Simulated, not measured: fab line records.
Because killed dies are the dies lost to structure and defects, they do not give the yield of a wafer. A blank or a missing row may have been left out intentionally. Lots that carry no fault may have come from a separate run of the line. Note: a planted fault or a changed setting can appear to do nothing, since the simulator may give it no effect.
Matching of chambers | flow n5-finfet | N5_BEOL_M7_ETCH_72 on rie-diel-06 has 4 sister chambers
The step etches underlayer in N2/H2, target depth 6.5 nm, time 5.2 s. 22 wafers are shown with their chamber, then 11 later ones without.

WAFERS WITH THEIR CHAMBER
wafer  | chamber | drypump-motor-current-A (A) | showerhead-plenum-p-Torr (Torr) | throttle-valve-pct (%)
L074.1 | 1       | 5.9                         | 2.51                            | 18.37
L074.2 | 3       | 5.8                         | 2.60                            | 17.44
L074.5 | 3       | 5.8                         | 2.60                            | 17.43
L076.3 | 2       | 5.2                         | 2.57                            | 18.06
L076.4 | 1       | 5.9                         | 2.50                            | 18.36
L076.6 | 1       | 5.9                         | 2.50                            | 18.39
L077.4 | 3       | 5.8                         | 2.60                            | 17.46
L077.5 | 1       | 5.9                         | 2.50                            | 18.36
L077.6 | 0       | 5.8                         | 2.61                            | 17.95
L084.1 | 3       | 5.8                         | 2.59                            | 17.45
L084.3 | 2       | 5.2                         | 2.56                            | 18.08
L084.6 | 3       | 5.8                         | 2.59                            | 17.47
L087.2 | 2       | 5.2                         | 2.56                            | 18.10
L087.3 | 3       | 5.8                         | 2.59                            | 17.51
L087.6 | 1       | 5.9                         | 2.50                            | 18.41
L088.2 | 3       | 5.8                         | 2.59                            | 17.49
L088.4 | 3       | 5.8                         | 2.59                            | 17.49
L088.6 | 0       | 5.7                         | 2.60                            | 17.52
L089.2 | 3       | 5.8                         | 2.59                            | 17.49
L089.3 | 2       | 5.2                         | 2.56                            | 18.12
L089.6 | 2       | 5.2                         | 2.56                            | 18.11
L092.3 | 0       | 5.7                         | 2.60                            | 17.55

SIGNATURES, as means of the wafers listed above
reading                  | chamber 0 | chamber 1 | chamber 2 | chamber 3 | scatter within a chamber
drypump-motor-current-A  | 5.733     | 5.900     | 5.200     | 5.800     | 0.0192
showerhead-plenum-p-Torr | 2.6033    | 2.5020    | 2.5620    | 2.5933    | 0.00487
throttle-valve-pct       | 17.6733   | 18.3780   | 18.0940   | 17.4700   | 0.0834
Rule: distance of a wafer from a chamber = root of the sum over the readings of ((wafer's reading minus chamber's mean) / reading's scatter) squared. The wafer belongs to the nearest chamber; if the next one is less than 2 further off, it can't be placed. The scatter: the root of (the sum of the squares of (reading less its chamber's mean) over the shown wafers, divided by (wafers less chambers)).

WAFERS WITH NO CHAMBER GIVEN
wafer  | drypump-motor-current-A (A) | showerhead-plenum-p-Torr (Torr) | throttle-valve-pct (%)
L092.4 | 5.2                         | 2.55                            | 18.14
L092.6 | 5.8                         | 2.59                            | 17.48
L093.1 | 5.7                         | 2.60                            | 17.56
L093.3 | 5.8                         | 2.59                            | 17.50
L093.4 | 5.2                         | 2.55                            | 18.11
L095.2 | 5.8                         | 2.58                            | 17.53
L095.5 | 5.7                         | 2.60                            | 17.56
L095.6 | 5.8                         | 2.58                            | 17.50
L097.1 | 5.9                         | 2.49                            | 18.06
L097.2 | 5.8                         | 2.59                            | 17.55
L097.4 | 5.8                         | 2.58                            | 17.50

WHICH CHAMBER EACH ONE RAN IN
wafer  | from the rows above | in truth
L092.4 | 2                   | 2
L092.6 | 3                   | 3
L093.1 | 0                   | 0
L093.3 | 3                   | 3
L093.4 | 2                   | 2
L095.2 | 3                   | 3
L095.5 | 0                   | 0
L095.6 | 3                   | 3
L097.1 | 1                   | 1
L097.2 | 3                   | 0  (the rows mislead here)
L097.4 | 3                   | 3
Correctly placed: 10 of 11. From these rows, 0 cannot be placed. Wrongly placed: 1.
